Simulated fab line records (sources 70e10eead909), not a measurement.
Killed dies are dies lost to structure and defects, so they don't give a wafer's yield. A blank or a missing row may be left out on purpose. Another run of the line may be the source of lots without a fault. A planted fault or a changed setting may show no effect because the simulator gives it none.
A lot that was struck, set against a sound lot | flow nandHarc | 14 out of 1159 route steps
Sound: the wafers L223.3, L223.4, L223.5. Struck: wafers L218.3, L218.5, L218.6. At the end, the cause is stated.
Order at every step that has rows: each side's tool, ch and its chambers, its first start. Under that, the readings that differ: sound wafers | struck wafers | difference of the means | sigmas: that difference in standard deviations of wafers without a fault.
alike: words and numbers the same on both sides, and readings whose means are apart by under 2 such deviations; not compared: readings that were withheld, readings missing a value for some wafer, numbers with overlapping values and no deviation given by the record, and bounds like >300 which may hide the same value.
The two part at a step that has a row with sigmas, a row that says differs or no value, or rows on one side only. Numbers that have no deviation but don't overlap get no sigmas and don't part them. Lack of a reading on every wafer of one side parts them only where that side has two or more wafers.

first, 3 steps without rows for these wafers: NHARC_A_STAIRCASE_STRIP_317 (strips in SPM, time 900 s); NHARC_A_STAIRCASE_PRECLEAN_318 (cleans in SC1); NHARC_A_STAIRCASE_SRD_329.
NHARC_A_STAIRCASE_ALD_415: deposits SiO2, target thk 30 nm, pulse time 6 s, ald cycles 300.
  sound on aldHk-02 ch 1,2,3, day 17 02:40; struck on aldHk-04 ch 0,1,2, day 15 23:20
  alike: heaterPowerW, precursorPulseHeightRel, susceptorTempC
NHARC_A_STAIRCASE_ETCHBACK_416: etches the open film in C4F8/O2/Ar, target depth 36 nm, time 7.2 s.
  sound: rieDiel-13 ch 1,2,3; struck: rieDiel-13 ch 2,3
  alike: oesProductAu, rfVppV
  not compared: rfHoursCounterH
then, 1 step without rows for these wafers: NHARC_A_STAIRCASE_STRIP_476 (strips in O2, time 20 s).
NHARC_A_STAIRCASE_DEP_417: deposits Si3N4, target thk 60 nm.
  sound on pecvd-01 ch 0,1, day 17 04:30; struck on pecvd-02 ch 0,1, day 16 01:14
  alike: heaterPowerW, susceptorTempC
then, 3 steps without rows for these wafers: NHARC_A_STAIRCASE_WET_418 (chemistry H3PO4, target depth 20 nm); NHARC_A_STAIRCASE_PRECLEAN_419 (cleans in SC1); NHARC_A_STAIRCASE_SRD_421.
NHARC_A_STAIRCASE_ALD_420: deposits SiO2, target thk 20 nm, pulse time 6 s, ald cycles 200.
  sound on aldHk-04 ch 0,2, day 17 08:17; struck on aldHk-02 ch 1,2, day 16 07:55
  alike: heaterPowerW, precursorPulseHeightRel, susceptorTempC
NHARC_A_STAIRCASE_CVD_552: deposits SiNx, target thk 40 nm.
  sound on lpcvd-02 ch 1, day 17 12:58; struck on lpcvd-01 ch 0, day 16 18:05
  alike: spikeTcLowerC, susceptorTempC
NHARC_A_STAIRCASE_DEP_151: deposits SiO2, target thk 3800 nm.
  sound on pecvd-01 ch 0,1, day 17 16:37; struck on pecvd-02 ch 0,1, day 16 23:43
  alike: heaterPowerW, susceptorTempC
-- break in the record here, with 8 days between the starts of the struck wafers on either side (left off in module A_STAIRCASE, picked up again in module END, where the first step shown is number 1159 on the route) --
NHARC_END_SORT_01:
  the record has rows for the struck wafers here (prober-02 ch 0, day 25 01:25) and none for the sound ones

WHERE THEY PART
Only at NHARC_END_SORT_01, as far as this record shows.

WHY: whatever the simulator had introduced
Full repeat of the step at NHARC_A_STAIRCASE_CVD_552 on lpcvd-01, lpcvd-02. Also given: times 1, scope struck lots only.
